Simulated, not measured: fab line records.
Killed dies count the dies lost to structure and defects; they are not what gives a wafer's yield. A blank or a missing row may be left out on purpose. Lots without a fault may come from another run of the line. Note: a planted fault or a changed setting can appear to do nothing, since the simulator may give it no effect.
Chamber matching -- flow nand-harc -- NHARC_P_M1_STRIP_18 on rie-diel-12: 4 sister chambers
The step strips in N2/H2. 14 wafers are shown with their chamber, then 7 later ones without.

== WAFERS WITH THEIR CHAMBER ==
wafer,chamber,drypump-motor-current-A (A),oes-product-au (a.u.),rf-fwd-power-W (W)
L542.4,2,5.3,0.985,999
L542.5,0,6.6,1.006,990
L542.6,3,5.5,0.991,1001
L543.1,0,6.6,1.000,994
L543.2,3,5.5,0.984,1000
L543.5,0,6.6,0.996,998
L545.3,2,5.3,1.009,1001
L545.5,2,5.3,1.010,1001
L545.6,1,5.8,0.986,993
L549.1,1,5.8,0.992,1002
L549.2,2,5.3,0.992,1001
L549.6,2,5.3,0.999,993
L555.1,1,5.7,0.997,1000
L555.3,2,5.3,0.991,999

SIGNATURES (means of the wafers above)
reading,chamber 0,chamber 1,chamber 2,chamber 3,scatter within a chamber
drypump-motor-current-A,6.600,5.767,5.300,5.500,0.0258
oes-product-au,1.00067,0.99167,0.99767,0.98750,0.00809
rf-fwd-power-W,994.00,998.33,999.00,1000.50,3.54
Rule: distance of a wafer from a chamber = root of the sum over the readings of ((wafer's reading minus chamber's mean) / reading's scatter) squared. If the next closest chamber is less than 2 further off than the closest, the wafer can't be placed; otherwise it belongs to the closest. The scatter: take each reading less its chamber's mean, square it, sum over the shown wafers, divide by the number of wafers less the number of chambers, and take the root.

== WAFERS MISSING THEIR CHAMBER ==
wafer,drypump-motor-current-A (A),oes-product-au (a.u.),rf-fwd-power-W (W)
L555.4,6.6,1.002,991
L557.2,5.6,0.999,995
L557.5,6.6,0.981,995
L557.6,5.5,0.997,998
L559.3,5.8,0.996,1006
L559.4,5.6,0.993,1001
L559.6,5.8,0.995,994

== WHICH CHAMBER EACH ONE RAN IN ==
wafer,from the rows above,in truth
L555.4,0,0
L557.2,3,3
L557.5,0,0
L557.6,3,3
L559.3,1,1
L559.4,3,3
L559.6,1,1
7 of 7 placed correctly. Number that these rows cannot place: 0. Number placed wrongly: 0.
